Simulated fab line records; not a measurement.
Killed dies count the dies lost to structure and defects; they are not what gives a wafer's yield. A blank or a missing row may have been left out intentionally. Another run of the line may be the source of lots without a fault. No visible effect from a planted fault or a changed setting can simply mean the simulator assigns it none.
Matching of chambers	flow n5-finfet	cmp-01 running N5_HKMG_FIN_CMP_23: 4 sister chambers
The step polishes, stops on SiNx, t overpolish 10 s, target thk 46.326 nm. 8 wafers are shown with their chamber, then 10 later ones without.

== WAFERS, EACH WITH ITS CHAMBER ==
wafer	chamber	motor-current-A (A)	time-to-endpoint-s (s)
L082.3	2	11.6	10.3
L082.5	2	12.2	12.3
L083.2	1	12.8	12.0
L084.1	1	13.1	9.5
L084.5	3	12.0	12.4
L084.6	0	15.4	9.7
L087.2	0	15.5	9.4
L087.3	3	12.7	14.8

== WAFERS WITH NO CHAMBER GIVEN ==
wafer	motor-current-A (A)	time-to-endpoint-s (s)
L087.5	12.3	12.2
L089.1	12.1	12.4
L089.2	15.1	11.4
L089.3	12.9	9.2
L090.1	12.0	12.8
L090.5	15.4	14.7
L090.6	12.8	10.4
L095.1	11.8	15.2
L095.2	11.9	10.8
L095.4	12.5	11.0

== WHICH CHAMBER EACH ONE RAN IN ==
wafer	from the rows above	in truth
L087.5	can't be placed: 3 or 2 or 1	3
L089.1	can't be placed: 2 or 3 or 1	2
L089.2	0	0
L089.3	1	1
L090.1	can't be placed: 2 or 3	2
L090.5	0	0
L090.6	1	1
L095.1	can't be placed: 3 or 2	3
L095.2	2	2
L095.4	can't be placed: 1 or 2 or 3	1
5 of 10 placed correctly. Unplaceable from these rows: 5, with the true chamber sitting among the candidates in 5. 0 placed wrongly.
How it was worked out, from the rows above alone: a wafer's distance from a chamber is the root of the sum, over the readings, of the square of ((its reading less the chamber's mean) divided by the reading's scatter). If the next closest chamber is less than 2 further off than the closest, the wafer can't be placed; otherwise it belongs to the closest. For every chamber, the mean is computed from those of its wafers that are shown. How the scatter is found: for the shown wafers, subtract from each reading the mean of its chamber, square and add these, divide the total by (wafers less chambers), then take the root.
